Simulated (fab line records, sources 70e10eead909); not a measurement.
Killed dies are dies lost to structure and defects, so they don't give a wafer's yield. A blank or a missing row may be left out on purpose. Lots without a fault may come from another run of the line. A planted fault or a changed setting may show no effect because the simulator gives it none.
fab line records | flow nand_harc
record lots=12 wafers=36 last_day=33
route steps=1302 shown A_DECK1_JOINT@542 A_CHANNEL_FILL_D2@615
lots that met no fault: from a run of the same line without faults
start_h: hours from the record's first day to the start of the lot's first wafer shown | wait_h: hours since the lot's step before | " the same as in the row above | L1.1+2: a row that stands for several wafers | - no value, or no start given | * or withheld: withheld | < > ~ a bound
route shown NAME@n: a module of which the file shows steps, and the number in the route of the first | usual: mean/standard deviation of fault-free wafers | same: alike in all rows | chamber/n: place in a boat | sites: the reading at each site | _std_site: their standard deviation | _edge_site: outer sites' mean less inner sites' | radius_mm: how far each site lies from the wafer's centre | mask NAME#n: copy n | behind: the tool/chamber that last shaped the wafer | hold: why the lot was held/for how many hours/how that ended | device: the transistor (n, p or np) that didn't switch | end of line: the same wafers' tests at the end of the route | a step without rows: its recipe alone | killed: dies lost to structure and defects at the first sort, not the wafer's yield | map: a wafer's dies, x killed, . not, _ none there
set.NAME: the setting as run; set.NAME@STEP: as run at that earlier step | model.NAME: the simulator's own value behind a step, which no gauge read
steps of the route over a sample of lots; a table a step, a row a wafer
services: from which hour (start_h, from the record's first day; less than 0 if before it) a tool's chamber was out of use, for how many hours, and why
## steps
# step NHARC_A_DECK1_JOINT_DEP_16
# recipe target_thk_a=450 temp_c=400 pressure_torr=6.5 rf_w=900 teos_flow_sccm=161.4 flow_sccm=2650 target_thk_nm=45 gas=O2 material=SiO2
# usual heater_power_w=562/74 throttle_valve_pct=15.9/0.63
# columns lot.wafer tool chamber start_h wait_h heater_power_w throttle_valve_pct
L629.1 pecvd-03 2 273.91 0.1 468 16.9
L629.3 " 0 " " 513 15.6
L629.5 " 1 " " 558 14.5
L632.2 pecvd-04 0 299.79 0.1 596 15.5
L632.5 " 0 " " 637 15.6
L632.4 " 1 " " 691 15.6
L631.2 pecvd-02 2 299.93 0.2 591 16.8
L631.3 " 1 " " 570 15.3
L631.6 " 2 " " 584 16.8
L634.2 pecvd-04 1 332.22 0.1 703 15.7
L634.1 " 2 " " 607 16.0
L634.4 " 0 " " 535 15.7
L635.5 pecvd-04 1 337.89 0.2 700 15.8
L635.6 " 2 " " 613 16.3
L635.4 " 0 " " 527 15.6
L636.2 pecvd-02 0 355.58 0.1 538 15.7
L636.1 " 1 " " 495 15.6
L636.5 " 0 " " 539 15.6
L639.3 pecvd-03 1 381.00 0.1 459 14.9
L639.1 " 0 " " 464 15.5
L639.5 " 0 " " 480 15.3
L640.2 pecvd-03 0 391.65 0.1 532 15.5
L640.1 " 2 " " 484 16.7
L640.5 " 2 " " 469 16.5
L644.3 pecvd-03 2 426.92 0.2 543 16.7
L644.1 " 0 " " 563 15.4
L644.4 " 1 " " 478 15.0
L648.2 pecvd-02 2 452.65 0.1 694 16.8
L648.6 " 0 " " 527 14.9
L648.5 " 2 " " 693 17.4
L649.3 pecvd-03 1 475.30 0.1 531 15.1
L649.4 " 1 " " 526 15.0
L649.6 " 0 " " 511 15.7
L652.2 pecvd-02 2 491.79 0.1 704 17.3
L652.3 " 0 " " 411 15.2
L652.5 " 1 " " 668 16.1
# step NHARC_A_CHANNEL_FILL_D2_ALD_15
# recipe target_thk_a=20 pulse_time_s=60 ald_cycles=19 temp_c=630 pressure_torr=2 material=SiNx
# usual precursor_pulse_height_rel=0.999/0.019
# columns lot.wafer tool chamber start_h wait_h precursor_pulse_height_rel
L629.1 ald_sin_batch-01 0 - - 0.996
L629.3 " 0 " " 1.054
L629.5 " 0 " " 0.989
L632.2 ald_sin_batch-02 0 - - 0.982
L632.4 " 0 " " 1.006
L632.5 " 0 " " 0.967
L631.2 ald_sin_batch-01 0 - - 1.035
L631.3 " 0 " " 0.971
L631.6 " 0 " " 1.047
L634.1 ald_sin_batch-01 0 - - 0.998
L634.2 " 0 " " 0.993
L634.4 " 0 " " 1.003
L635.4 ald_sin_batch-01 0 - - 1.030
L635.5 " 0 " " 1.030
L635.6 " 0 " " 1.020
L636.1 ald_sin_batch-02 0 - - 0.964
L636.2 " 0 " " 1.002
L636.5 " 0 " " 0.991
L639.1 ald_sin_batch-02 0 - - 0.996
L639.3 " 0 " " 0.984
L639.5 " 0 " " 0.998
L640.1 ald_sin_batch-01 0 - - 0.997
L640.2 " 0 " " 0.986
L640.5 " 0 " " 1.002
L644.1 ald_sin_batch-02 0 - - 0.985
L644.3 " 0 " " 1.000
L644.4 " 0 " " 0.961
L648.2 ald_sin_batch-02 0 - - 0.972
L648.5 " 0 " " 0.996
L648.6 " 0 " " 0.996
L649.3 ald_sin_batch-03 0 - - 0.986
L649.4 " 0 " " 0.990
L649.6 " 0 " " 0.980
L652.2 ald_sin_batch-03 0 - - 1.003
L652.3 " 0 " " 0.984
L652.5 " 0 " " 0.993
# step NHARC_A_CHANNEL_FILL_D2_ETCHBACK_20
# recipe target_depth_a=270 time_s=13.5 c4f8_flow_sccm=withheld o2_flow_sccm=8 ar_flow_sccm=withheld rf_w=600 bias_w=1500 chemistry=C4F8/O2/Ar
# usual oes_product_au=0.983/0.024 rf_vpp_V=978/6.6
# columns lot.wafer tool chamber start_h wait_h oes_product_au rf_hours_counter_h rf_vpp_V
L629.3 rie_diel-04 1 321.94 - 0.988 3 970
L629.1 " 2 " " 0.995 4 989
L629.5 " 0 " " 0.995 - 981
L632.4 rie_diel-04 3 348.16 - 0.988 5 978
L632.2 " 2 " " 0.999 5 989
L632.5 " 3 " " 0.999 - 977
L631.2 rie_diel-01 2 353.87 - 0.990 4 981
L631.3 " 0 " " 0.985 4 990
L631.6 " 2 " " 0.993 - 982
L634.1 rie_diel-04 3 388.83 - 0.935 1 977
L634.2 " 1 " " 0.920 1 971
L634.4 " 2 " " 0.922 1 989
L635.4 rie_diel-04 0 392.56 - 0.981 1 983
L635.6 " 0 " " 0.977 - 982
L635.5 " 1 " " 0.972 - 971
L636.1 rie_diel-04 1 407.21 - 0.993 2 971
L636.2 " 3 " " 0.990 2 976
L636.5 " 2 " " 0.996 - 989
L639.1 rie_diel-01 3 431.39 - 0.982 1 975
L639.3 " 1 " " 1.007 1 970
L639.5 " 2 " " 1.003 - 982
L640.1 rie_diel-03 0 442.86 - 0.916 21 969
L640.2 " 3 " " 0.925 28 972
L640.5 " 1 " " 0.924 - 985
L644.4 rie_diel-04 0 484.21 - 0.993 3 982
L644.3 " 2 " " 0.990 3 986
L644.1 " 3 " " 0.992 3 978
L648.2 rie_diel-01 3 503.78 - 0.982 3 975
L648.5 " 2 " " 0.981 - 982
L648.6 " 3 " " 0.992 - 974
L649.3 rie_diel-01 1 531.47 - 1.004 4 970
L649.4 " 0 " " 1.012 4 987
L649.6 " 1 " " 1.005 - 970
L652.3 rie_diel-01 2 545.15 - 0.962 4 981
L652.2 " 3 " " 0.960 4 975
L652.5 " 0 " " 0.983 - 987
# step NHARC_A_CHANNEL_FILL_D2_STRIP_29
# recipe time_s=20 o2_flow_sccm=500 ar_flow_sccm=0 bias_w=0 chemistry=O2
# usual drypump_motor_current_A=5.7/0.53 mfc_ar_sccm=0.010/0.016 oes_product_au=0.996/0.0073 rf_vpp_V=57.7/0.84 showerhead_plenum_p_Torr=3.54/0.17 throttle_valve_pct=17.035/0.0096
# columns lot.wafer tool chamber start_h wait_h drypump_motor_current_A mfc_ar_sccm oes_product_au rf_hours_counter_h rf_vpp_V showerhead_plenum_p_Torr throttle_valve_pct
L629.3 rie_diel-04 0 - - 4.9 0 1.002 5 58.1 3.63 17.053
L629.1 " 2 " " 6.5 0.007 1.005 5 58.4 3.77 17.046
L629.5 " 3 " " 5.6 0.010 1.006 - 58.6 3.50 17.024
L632.4 rie_diel-04 1 - - 5.1 0 1.003 0 58.3 3.35 17.029
L632.2 " 2 " " 6.5 0.007 0.998 0 56.9 3.77 17.044
L632.5 " 0 " " 4.9 0 1.011 - 57.4 3.63 17.026
L631.3 rie_diel-04 2 - - 6.5 0.007 1.013 0 56.6 3.77 17.035
L631.2 " 3 " " 5.6 0.010 1.000 0 57.5 3.50 17.027
L631.6 " 1 " " 5.1 0 0.995 - 56.5 3.35 17.055
L634.1 rie_diel-01 1 - - 6.4 0 1.002 0 57.6 3.33 17.031
L634.2 " 3 " " 6.0 0 0.992 0 58.3 3.45 17.021
L634.4 " 0 " " 5.9 0.044 1.004 0 57.8 3.79 17.044
L635.4 rie_diel-01 1 - - 6.4 0 0.997 0 55.9 3.33 17.036
L635.6 " 0 " " 6.0 0.044 1.002 - 58.7 3.79 17.057
L635.5 " 1 " " 6.4 0 1.001 - 58.7 3.33 17.015
L636.1 rie_diel-01 2 - - 6.0 0.037 0.986 0 57.9 3.61 17.041
L636.2 " 3 " " 6.1 0 0.982 1 57.7 3.45 17.025
L636.5 " 0 " " 5.9 0.044 0.985 - 58.9 3.79 17.040
L639.1 rie_diel-03 3 450.38 0.2 5.9 0 0.997 28 56.5 3.41 17.038
L639.3 " 0 " " 5.3 0 0.990 21 56.3 3.28 17.029
L639.5 " 1 " " 5.4 0.003 0.993 - 57.2 3.68 17.033
L640.2 rie_diel-01 0 - - 5.9 0.044 0.992 2 57.1 3.79 17.030
L640.1 " 2 " " 6.0 0.037 0.986 1 58.2 3.61 17.047
L640.5 " 3 " " 6.0 0 0.986 - 56.7 3.45 17.044
L644.3 rie_diel-01 3 - - 6.1 0 0.983 3 57.6 3.45 17.032
L644.4 " 1 " " 6.4 0 0.996 3 57.3 3.33 17.031
L644.1 " 2 " " 6.0 0.037 0.977 3 58.6 3.61 17.057
L648.2 rie_diel-01 0 - - 5.9 0.044 0.999 4 56.7 3.79 17.050
L648.6 " 2 " " 6.0 0.037 0.985 - 58.9 3.61 17.050
L648.5 " 3 " " 6.1 0 0.986 - 57.5 3.45 17.037
L649.3 rie_diel-04 2 - - 6.5 0.007 0.990 0 57.1 3.77 17.028
L649.4 " 3 " " 5.6 0.010 0.989 0 57.0 3.49 17.033
L649.6 " 0 " " 4.9 0 0.991 - 58.5 3.62 17.035
L652.2 rie_diel-04 1 - - 5.1 0 1.003 0 57.8 3.35 17.034
L652.3 " 2 " " 6.5 0.007 1.001 0 57.8 3.77 17.036
L652.5 " 0 " " 4.9 0 0.997 - 57.3 3.62 17.022
# step NHARC_A_CHANNEL_FILL_D2_RTA_24
# recipe temp_c=1000 time_s=5
# usual lamp_power_pct=28.3/0.45 lamp_zone_1_pct=28.3/0.45 lamp_zone_2_pct=28.3/0.45 wafer_temp_C_max=1005.7/1.8
# columns lot.wafer tool chamber start_h wait_h lamp_power_pct lamp_zone_1_pct lamp_zone_2_pct wafer_temp_C_max
L629.1 rtp_anneal-02 0 345.50 0.0 28.7 28.7 28.7 1004.6
L629.3 " 0 " " 28.7 28.8 28.7 1002.5
L629.5 " 0 " " 28.7 28.7 28.7 1004.7
L632.2 rtp_anneal-01 0 371.99 0.1 29.2 29.2 29.1 1023.2
L632.4 " 0 " " 29.1 29.2 29.1 1024.0
L632.5 " 0 " " 29.2 29.2 29.2 1021.9
L631.2 rtp_anneal-02 0 379.73 0.1 28.7 28.7 28.8 1003.1
L631.3 " 0 " " 28.7 28.7 28.7 1003.8
L631.6 " 0 " " 28.7 28.7 28.7 1003.8
L634.1 rtp_anneal-01 0 412.65 0.0 29.2 29.2 29.2 1023.5
L634.2 " 0 " " 29.2 29.2 29.2 1022.9
L634.4 " 0 " " 29.2 29.2 29.2 1022.9
L635.4 rtp_anneal-01 0 418.61 0.1 29.2 29.2 29.2 1023.1
L635.5 " 0 " " 29.2 29.2 29.2 1022.9
L635.6 " 0 " " 29.2 29.2 29.2 1023.2
L636.1 rtp_anneal-02 0 431.74 0.2 28.7 28.7 28.7 1006.6
L636.2 " 0 " " 28.7 28.7 28.7 1004.6
L636.5 " 0 " " 28.7 28.8 28.7 1003.8
L639.1 rtp_anneal-01 0 456.44 0.0 29.3 29.2 29.2 1022.9
L639.3 " 0 " " 29.2 29.2 29.2 1023.9
L639.5 " 0 " " 29.1 29.2 29.2 1022.5
L640.1 rtp_anneal-02 0 466.71 0.0 28.7 28.7 28.7 1004.0
L640.2 " 0 " " 28.7 28.7 28.7 1005.1
L640.5 " 0 " " 28.7 28.8 28.7 1003.7
L644.1 rtp_anneal-02 0 511.70 0.0 28.7 28.7 28.7 1004.5
L644.3 " 0 " " 28.7 28.7 28.6 1003.7
L644.4 " 0 " " 28.7 28.7 28.7 1004.3
L648.2 rtp_anneal-02 0 527.53 0.1 28.7 28.8 28.8 1003.7
L648.5 " 0 " " 28.7 28.7 28.7 1003.9
L648.6 " 0 " " 28.7 28.7 28.7 1005.0
L649.3 rtp_anneal-02 0 554.72 0.1 28.7 28.8 28.8 1003.8
L649.4 " 0 " " 28.7 28.8 28.7 1004.6
L649.6 " 0 " " 28.7 28.8 28.7 1005.3
L652.2 rtp_anneal-02 0 568.79 0.1 28.7 28.7 28.6 1003.6
L652.3 " 0 " " 28.7 28.7 28.7 1003.0
L652.5 " 0 " " 28.7 28.7 28.7 1003.2
## services
# columns tool chamber start_h hours kind
rie_diel-04 1 262.72 10.7 repair
rie_diel-01 1 262.97 2.7 repair
rie_diel-04 3 263.05 1.7 repair
ald_sin_batch-02 - 266.00 26.0 pm
pecvd-04 - 269.49 13.0 pm
pecvd-02 0 276.65 2.2 repair
pecvd-03 - 296.03 4.8 repair
pecvd-02 0 339.44 6.0 repair
rie_diel-04 - 354.95 9.0 pm
pecvd-03 - 366.00 13.0 pm
rtp_anneal-01 - 372.14 12.0 pm
rie_diel-01 - 380.95 9.0 pm
pecvd-02 - 408.44 13.0 pm
rie_diel-01 3 446.35 7.4 repair
pecvd-03 - 483.43 2.3 repair
ald_sin_batch-02 - 494.07 15.9 repair
rie_diel-04 2 507.63 9.1 repair
ald_sin_batch-01 - 509.14 26.0 pm
rie_diel-04 1 513.80 6.0 repair
rie_diel-04 0 523.55 6.1 repair
pecvd-02 2 523.95 18.8 repair
rie_diel-04 - 531.95 9.0 pm
pecvd-03 - 547.00 13.0 pm
rie_diel-01 - 557.95 9.0 pm
## key
first_sign step=NHARC_A_CHANNEL_FILL_D2_RTA_24 reading=wafer_temp_C_max direction=up sigmas=9.6 usual=* struck=*
effect step=NHARC_A_CHANNEL_FILL_D2_RTA_24 reading=lamp_power_pct direction=up sigmas=2.1 usual=28.3 struck=29.2
met_at NHARC_A_DECK1_JOINT_DEP_16,NHARC_A_CHANNEL_FILL_D2_RTA_24
struck_lots L632,L634,L635,L639
struck_wafers L632.2,L632.4,L632.5,L634.1,L634.2,L634.4,L635.4,L635.5,L635.6,L639.1,L639.3,L639.5
rows_end L639.1
sort_left_out L639.3,L639.5
tester_left_out L632,L634,L635,L639
not_acting_at NHARC_A_CHANNEL_FILL_D2_ALD_15,NHARC_A_CHANNEL_FILL_D2_ETCHBACK_20,NHARC_A_CHANNEL_FILL_D2_STRIP_29
onset_between 332.22 337.89
fault kind=process_parameter_drift tool=pecvd-04 chamber=2 onset_h=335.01 steps=NHARC_A_DECK1_JOINT_DEP_16 channel=target_thk_nm offset=-9.7767 shape=step acts_in=these_recipes_only stated=45
fault kind=process_parameter_drift tool=rtp_anneal-01 chamber=- onset_h=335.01 steps=NHARC_A_CHANNEL_FILL_D2_RTA_24 channel=temp_c offset=* shape=step acts_in=* stated=*
# tester_left_out: of these lots the tester's yield and bins aren't shown, on N5 and GAA mostly nor the transistor test; their killed dies are dies lost to structure and defects alone, not to doping, threshold or leakage, so they don't give the yield
# sort_left_out: the simulated sort isn't trusted on such a fault, so these wafers' sort isn't shown, and their yield isn't known
# rows_end: these wafers met a further fault down the route, and their rows from its step on are left out
